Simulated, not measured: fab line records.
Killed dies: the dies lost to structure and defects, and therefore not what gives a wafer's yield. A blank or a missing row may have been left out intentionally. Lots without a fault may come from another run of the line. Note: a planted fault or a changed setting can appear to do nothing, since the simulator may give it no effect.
Chamber matching || flow n5Finfet || N5_MOL_CONTACT_COAG_DESCUM_88 on rieDiel-04 has 4 sister chambers
The step chemistry O2, time 7 s. 4 wafers are shown with their chamber, then 11 later ones without.

## WAFERS, EACH WITH ITS CHAMBER
{"wafer": "L083.1", "chamber": 2, "throttleValvePct (%)": 20.53}
{"wafer": "L083.2", "chamber": 0, "throttleValvePct (%)": 21.00}
{"wafer": "L083.3", "chamber": 3, "throttleValvePct (%)": 20.73}
{"wafer": "L083.4", "chamber": 1, "throttleValvePct (%)": 20.14}

## WAFERS WITHOUT THEIR CHAMBER
{"wafer": "L083.5", "throttleValvePct (%)": 21.02}
{"wafer": "L083.6", "throttleValvePct (%)": 20.14}
{"wafer": "L096.1", "throttleValvePct (%)": 20.42}
{"wafer": "L096.2", "throttleValvePct (%)": 20.70}
{"wafer": "L096.3", "throttleValvePct (%)": 20.20}
{"wafer": "L097.1", "throttleValvePct (%)": 20.59}
{"wafer": "L097.2", "throttleValvePct (%)": 20.20}
{"wafer": "L097.3", "throttleValvePct (%)": 20.73}
{"wafer": "L097.4", "throttleValvePct (%)": 20.59}
{"wafer": "L097.5", "throttleValvePct (%)": 20.19}
{"wafer": "L097.6", "throttleValvePct (%)": 20.72}

## THE CHAMBER EACH PASSED THROUGH
{"wafer": "L083.5", "from the rows above": 0, "in truth": 0}
{"wafer": "L083.6", "from the rows above": 1, "in truth": 1}
{"wafer": "L096.1", "from the rows above": 2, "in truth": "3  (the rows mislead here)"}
{"wafer": "L096.2", "from the rows above": 3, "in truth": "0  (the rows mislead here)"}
{"wafer": "L096.3", "from the rows above": 1, "in truth": 1}
{"wafer": "L097.1", "from the rows above": "can't be placed: 2 or 3", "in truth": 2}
{"wafer": "L097.2", "from the rows above": 1, "in truth": 1}
{"wafer": "L097.3", "from the rows above": 3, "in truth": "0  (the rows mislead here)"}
{"wafer": "L097.4", "from the rows above": "can't be placed: 2 or 3", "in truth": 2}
{"wafer": "L097.5", "from the rows above": 1, "in truth": 1}
{"wafer": "L097.6", "from the rows above": 3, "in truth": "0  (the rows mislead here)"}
Correct placement for 5 of the 11. Not placeable from these rows: 2 (in 2, the candidates include the true chamber). Number placed wrongly: 4.
How it was worked out, from the rows above alone: a wafer's distance from a chamber is the root of the sum, over the readings, of the square of ((its reading less the chamber's mean) divided by the reading's scatter). If the next closest chamber is less than 2 further off than the closest, the wafer can't be placed; otherwise it belongs to the closest. The mean given for a chamber averages the wafers shown for that chamber. The scatter: with one shown wafer a chamber, the root of the mean of the squares of how far each hidden wafer lies from its nearest shown one.
